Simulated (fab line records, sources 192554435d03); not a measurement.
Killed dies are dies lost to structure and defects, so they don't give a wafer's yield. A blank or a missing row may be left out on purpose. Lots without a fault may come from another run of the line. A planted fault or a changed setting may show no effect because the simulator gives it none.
Split-lot experiment | flow n5_finfet | 7 lots, 21 wafers read, on a route of 1938 steps

THE SPLIT
At N5_BEOL_M15_TRENCH_ETCH_34 (etches SiO2 in C4F8/O2/Ar, target depth 872.93 nm, time 199 s), the setting time_s was moved away from the recipe's 199 s on 6 of the 21 wafers read, by -19.9% to +14.8%. The other wafers ran this setting at the recipe's value.

FROM THE SPLIT TO THE READING: what the file shows between them, 7 steps
- N5_BEOL_M15_STRIP_36: strips in O2
- N5_BEOL_M15_ECD_47: material Cu, target thk 1860 nm
- N5_BEOL_M15_ANNEAL_48: time 90 s
- N5_BEOL_M15_CMP_49: polishes, stops on SiO2, t overpolish 4.9 s, target thk 850 nm
- N5_BEOL_M15_THK_MEAS_50: measures by xrf
- N5_BEOL_M15_PRE_CLEAN_52: time 15 s
- N5_BEOL_M15_DEP_53: deposits SiCN from 3MS/NH3, target thk 50 nm, time 17.8 s

THE READING
M15_RS, in ohm/sq, at N5_BEOL_M15_RS_MEAS_54 (measures by four-point-probe). Fault-free wafers of this fab line usually give 0.0215 ohm/sq, standard deviation 0.00062 ohm/sq.

wafer  | tool, chamber at the split | time_s as run, s | against the recipe | M15_RS, ohm/sq | against lot-mates on the recipe
L077.2 | rie_diel-05, 1             | 199              | recipe             | 0.0209         | -
L077.3 | rie_diel-05, 2             | 161.7            | -18.7%             | 0.0277         | +0.0068
L077.5 | rie_diel-05, 2             | 161.7            | -18.7%             | 0.0279         | +0.0070
L083.1 | rie_diel-05, 1             | 159.4            | -19.9%             | 0.0262         | +0.0037
L083.4 | rie_diel-05, 3             | 199              | recipe             | 0.0225         | -
L083.5 | rie_diel-05, 1             | 159.4            | -19.9%             | 0.0264         | +0.0039
L085.1 | rie_diel-05, 2             | 199              | recipe             | 0.0221         | -
L085.2 | rie_diel-05, 0             | 199              | recipe             | 0.0206         | -
L085.4 | rie_diel-05, 3             | 199              | recipe             | 0.0225         | -
L086.3 | rie_diel-02, 0             | 199              | recipe             | 0.0215         | -
L086.4 | rie_diel-02, 1             | 199              | recipe             | 0.0211         | -
L086.6 | rie_diel-02, 3             | 199              | recipe             | 0.0207         | -
L089.1 | rie_diel-06, 3             | 199              | recipe             | 0.0208         | -
L089.5 | rie_diel-06, 1             | 199              | recipe             | 0.0207         | -
L089.6 | rie_diel-06, 0             | 199              | recipe             | 0.0222         | -
L095.1 | rie_diel-02, 2             | 199              | recipe             | 0.0219         | -
L095.2 | rie_diel-02, 0             | 199              | recipe             | 0.0218         | -
L095.6 | rie_diel-02, 0             | 199              | recipe             | 0.0218         | -
L094.2 | rie_diel-06, 2             | 199              | recipe             | 0.0217         | -
L094.3 | rie_diel-06, 0             | 228.4            | +14.8%             | 0.0194         | -0.0023
L094.4 | rie_diel-06, 3             | 228.4            | +14.8%             | 0.0186         | -0.0031

THE FIT
A straight line over all 21 wafers: M15_RS changes by -0.000253 ohm/sq for each +1% of time_s; r = -0.95; the points scatter about the line by 0.00084 ohm/sq.
The same after taking each lot's own level away (the mean of its wafers on the recipe; 21 wafers): -0.000249 ohm/sq for each +1%; r = -0.93; scatter 0.00097 ohm/sq.
On that fit, the largest move of time_s shifts the reading by 0.0049 ohm/sq.
The lots' own levels span 0.02090 to 0.02250 ohm/sq, that is 2.6 times the standard deviation above.
So the lot-to-lot level changes the slope little: the two slopes agree.
Check: with one of the wafers moved furthest among these (-19.9%) left out of the fit, the line predicts +0.00555 ohm/sq for it against its lot-mates. It came out at +0.0037 ohm/sq against them.

THE WHOLE CHAIN: every reading that the file lists as answering this split, in the file's order
step                       | what it does                                                   | reading                                                                       | change (the file's fit)               | r (the file's)
N5_BEOL_M15_TRENCH_ETCH_34 | etches SiO2 in C4F8/O2/Ar, target depth 872.93 nm, time 199 s  | etch.depth_nm (the simulator's own value, which no gauge read)                | +8.45 nm for each +1% of the setting  | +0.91
N5_BEOL_M15_CMP_49         | polishes, stops on SiO2, t overpolish 4.9 s, target thk 850 nm | Cu_of_BEOL_M15_ECD_47.thk_nm (the simulator's own value, which no gauge read) | +8.43 nm for each +1% of the setting  | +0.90
N5_BEOL_M15_THK_MEAS_50    | measures by xrf                                                | M15_THK                                                                       | +8.64 for each +1% of the setting     | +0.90
N5_BEOL_M15_RS_MEAS_54     | measures by four-point-probe                                   | M15_RS                                                                        | -0.000255 for each +1% of the setting | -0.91

THE FILE'S OWN FIT
M15_RS changes by -0.000255 ohm/sq for each +1% of time_s, r = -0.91.
